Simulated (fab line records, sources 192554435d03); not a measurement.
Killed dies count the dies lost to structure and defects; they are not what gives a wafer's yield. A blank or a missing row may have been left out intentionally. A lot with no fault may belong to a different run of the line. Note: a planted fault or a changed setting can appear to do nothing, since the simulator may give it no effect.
Problem report, 8D (eight disciplines) form, completed by code    flow n5-finfet    the parts of the form that need people (team, actions taken, sign-off) are left out

== 1. WHAT WENT WRONG ==
Mean of cd-nm at N5_PASSIVATION_CD_MEAS_30: 4037.6 nm across 3 wafers in 2 lots; on wafers with no fault it is 4000.8 nm (standard deviation 2.4). Relative to the usual mean, that is a shift of +15 standard deviations.
The step: target cd 4000 nm.
First seen on wafer L335.6, day 14 07:48, on cd-sem-03. The record has a number at this step for 34 wafers belonging to 13 lots. The rule behind "out" and "out of limits": a value lying over 4 standard deviations away from the usual mean. The rest of the wafers with a number are treated as sound.

== 2. WHAT IT IS AND WHAT IT IS NOT ==
question                     is                      is not
which readings at this step  cd-nm                   -
which lots                   L335, L336              L328, L329, L330, L332, L333, L334, L347, L348, L349, L350, L351
which wafers of those lots   L335.6, L336.1, L336.6  L335.5, L336.5
read on which gauges         cd-sem-02, cd-sem-03    cd-sem-01
when                         from day 14 07:48       up to then (15 sound wafers); but 16 sound wafers of L336, L347, L348, L349, L350, L351 came after

== 3. THE SUSPECTS, EACH WITH WHAT RULES IT OUT ==
Counting: if a tool at a process step up to the reading ran every lot that is out, it stays a suspect. Sound lots after the first of them don't rule it out here, since some wafers of a struck lot are sound.
- the gauge at N5_PASSIVATION_CD_MEAS_30: ruled out. The wafers that are out were read on 2 gauges (cd-sem-02, cd-sem-03).
- krf-scanner-02 at N5_PASSIVATION_EXPOSE_27 (exposes mask PAD, defocus 0 nm): kept. Ran every lot that is out, first one L335 (day 14 07:38); last sound lot up to then L334 (day 14 03:47).
After counting, what remains is krf-scanner-02 at N5_PASSIVATION_EXPOSE_27.

== 4. THE CAUSE (what the simulator had put in) ==
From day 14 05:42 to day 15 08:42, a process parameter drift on krf-scanner-02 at N5_PASSIVATION_EXPOSE_27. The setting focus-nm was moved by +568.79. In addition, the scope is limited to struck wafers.
This tool alone remained once counting was done.

== 5. SEQUENCE OF EFFECTS, ordered by route ==
Each row: a reading where the mean over the struck wafers with a number is more than 3 standard deviations away from the usual. Scope: only readings with a usual standard deviation given in the record; hours: median across lots of the time from each lot's start at the first step in this table that gives one to its start at this step; sigmas: change in usual standard deviations.
hours  step                       reading  usual      on struck wafers  change  sigmas
0      N5_PASSIVATION_CD_MEAS_30  cd-nm    4000.8 nm  4037.6            +36.8   +15

== 6. WHAT WOULD HAVE CAUGHT IT SOONER ==
The first out-of-limits reading at a measuring or inspecting step in this record came at day 14 07:48, 2 hours after the fault's start at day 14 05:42.
Lots out: 2; of these, L336 started N5_PASSIVATION_EXPOSE_27 on krf-scanner-02 after day 14 07:48. A tool hold placed at that time would have kept it from harm.
